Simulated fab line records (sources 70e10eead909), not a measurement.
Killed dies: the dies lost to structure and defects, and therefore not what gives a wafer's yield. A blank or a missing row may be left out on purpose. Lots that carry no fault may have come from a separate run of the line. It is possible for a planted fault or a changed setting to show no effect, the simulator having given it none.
Matching of chambers | flow nandHarc | NHARC_A_SGD_CUT_CMP_21 on cmp-02 has 4 sister chambers
The step polishes, target thk 148.19 nm. 18 wafers are shown with their chamber, then 9 later ones without.

## WAFERS PAIRED WITH THEIR CHAMBERS
wafer  | chamber | motorCurrentA (A) | timeToEndpointS (s) | edgeZonePressureFrac
L075.1 | 2       | 13.4              | 47                  | 0.989
L075.2 | 0       | 10.4              | 55                  | 0.997
L075.5 | 3       | 12.2              | 55                  | 0.997
L077.2 | 2       | 12.4              | 49                  | 1.000
L077.3 | 1       | 10.6              | 53                  | 1.003
L077.5 | 2       | 12.5              | 47                  | 1.000
L080.1 | 0       | 9.5               | 57                  | 1.011
L080.4 | 3       | 11.7              | 52                  | 0.998
L080.6 | 0       | 10.2              | 55                  | 1.000
L082.2 | 2       | 13.5              | 50                  | 1.000
L082.3 | 3       | 11.1              | 53                  | 0.991
L082.5 | 0       | 9.6               | 58                  | 0.991
L086.3 | 3       | 11.2              | 51                  | 1.000
L086.5 | 3       | 11.3              | 54                  | 1.002
L086.6 | 2       | 12.8              | 49                  | 1.002
L090.3 | 3       | 11.1              | 51                  | 0.997
L090.5 | 1       | 10.8              | 48                  | 1.001
L090.6 | 2       | 12.9              | 43                  | 1.003

SIGNATURES (averages over the wafers above)
reading              | chamber 0 | chamber 1 | chamber 2 | chamber 3 | scatter within a chamber
motorCurrentA        | 9.925     | 10.700    | 12.917    | 11.433    | 0.43
timeToEndpointS      | 56.25     | 50.50     | 47.50     | 52.67     | 2.14
edgeZonePressureFrac | 0.99975   | 1.00200   | 0.99900   | 0.99750   | 0.00541
Rule: for a wafer and a chamber, the distance is found by dividing, reading by reading, the gap between the wafer's reading and the chamber's mean by the reading's scatter, squaring, summing and taking the root. If the next closest chamber is less than 2 further off than the closest, the wafer can't be placed; otherwise it belongs to the closest. The scatter: take each reading less its chamber's mean, square it, sum over the shown wafers, divide by the number of wafers less the number of chambers, and take the root.

## WAFERS WHOSE CHAMBER IS MISSING
wafer  | motorCurrentA (A) | timeToEndpointS (s) | edgeZonePressureFrac
L092.1 | 11.9              | 51                  | 1.011
L092.3 | 10.6              | 49                  | 1.002
L092.4 | 12.2              | 44                  | 1.001
L094.2 | 10.3              | 55                  | 1.000
L094.3 | 13.1              | 47                  | 1.000
L094.4 | 9.9               | 50                  | 0.995
L095.1 | 10.6              | 51                  | 1.002
L095.2 | 11.4              | 52                  | 1.005
L095.5 | 9.8               | 54                  | 1.003

## WHICH CHAMBER EACH WENT THROUGH
wafer  | from the rows above          | in truth
L092.1 | can't be placed: 3 or 1 or 2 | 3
L092.3 | can't be placed: 1 or 3      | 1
L092.4 | 2                            | 2
L094.2 | can't be placed: 0 or 1 or 3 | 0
L094.3 | 2                            | 2
L094.4 | can't be placed: 1 or 0 or 3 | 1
L095.1 | can't be placed: 1 or 3      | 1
L095.2 | can't be placed: 3 or 1      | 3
L095.5 | can't be placed: 0 or 1      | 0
Correct placement for 2 of the 9. Cannot be placed on the basis of these rows: 7; the candidates contain the true chamber in 7. 0 placed wrongly.
